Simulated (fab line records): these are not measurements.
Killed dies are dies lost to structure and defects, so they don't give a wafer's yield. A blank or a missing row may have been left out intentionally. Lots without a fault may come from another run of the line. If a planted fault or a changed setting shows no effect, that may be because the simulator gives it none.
Chamber matching | flow nand harc | rie diel-09 running NHARC_A_STAIRCASE_DESCUM_270: 4 sister chambers
The step chemistry O2, time 3 s. 8 wafers are shown with their chamber, then 12 later ones without.

WAFERS PAIRED WITH THEIR CHAMBERS
wafer  | chamber | showerhead plenum p Torr (Torr) | drypump motor current A (A)
L081.1 | 3       | 1.81                            | 5.9
L082.5 | 1       | 1.97                            | 6.1
L085.6 | 3       | 1.81                            | 5.9
L088.1 | 2       | 1.98                            | 5.7
L088.4 | 1       | 1.96                            | 6.2
L089.2 | 0       | 1.88                            | 5.2
L089.3 | 2       | 1.98                            | 5.7
L089.6 | 0       | 1.88                            | 5.2

WAFERS WITH NO CHAMBER GIVEN
wafer  | showerhead plenum p Torr (Torr) | drypump motor current A (A)
L090.3 | 1.98                            | 5.7
L090.5 | 1.96                            | 6.1
L090.6 | 1.88                            | 5.2
L093.1 | 1.80                            | 5.8
L093.4 | 1.88                            | 5.2
L093.5 | 1.88                            | 5.2
L095.2 | 1.80                            | 5.9
L095.4 | 1.96                            | 6.1
L095.5 | 1.96                            | 6.1
L096.1 | 1.80                            | 5.9
L096.4 | 1.96                            | 6.2
L096.5 | 1.97                            | 5.6

WHICH CHAMBER EACH ONE RAN IN
wafer  | from the rows above | in truth
L090.3 | 2                   | 2
L090.5 | 1                   | 1
L090.6 | 0                   | 0
L093.1 | 3                   | 3
L093.4 | 0                   | 0
L093.5 | 0                   | 0
L095.2 | 3                   | 3
L095.4 | 1                   | 1
L095.5 | 1                   | 1
L096.1 | 3                   | 3
L096.4 | 1                   | 1
L096.5 | 2                   | 2
12 of 12 placed correctly. Not placeable from these rows: 0. Wrongly placed: 0.
How it was worked out, from the rows above alone: a wafer's distance from a chamber is the root of the sum, over the readings, of the square of ((its reading less the chamber's mean) divided by the reading's scatter). If the next closest chamber is less than 2 further off than the closest, the wafer can't be placed; otherwise it belongs to the closest. Each chamber's mean is taken over the wafers shown for it. The scatter: the root of (the sum of the squares of (reading less its chamber's mean) over the shown wafers, divided by (wafers less chambers)).
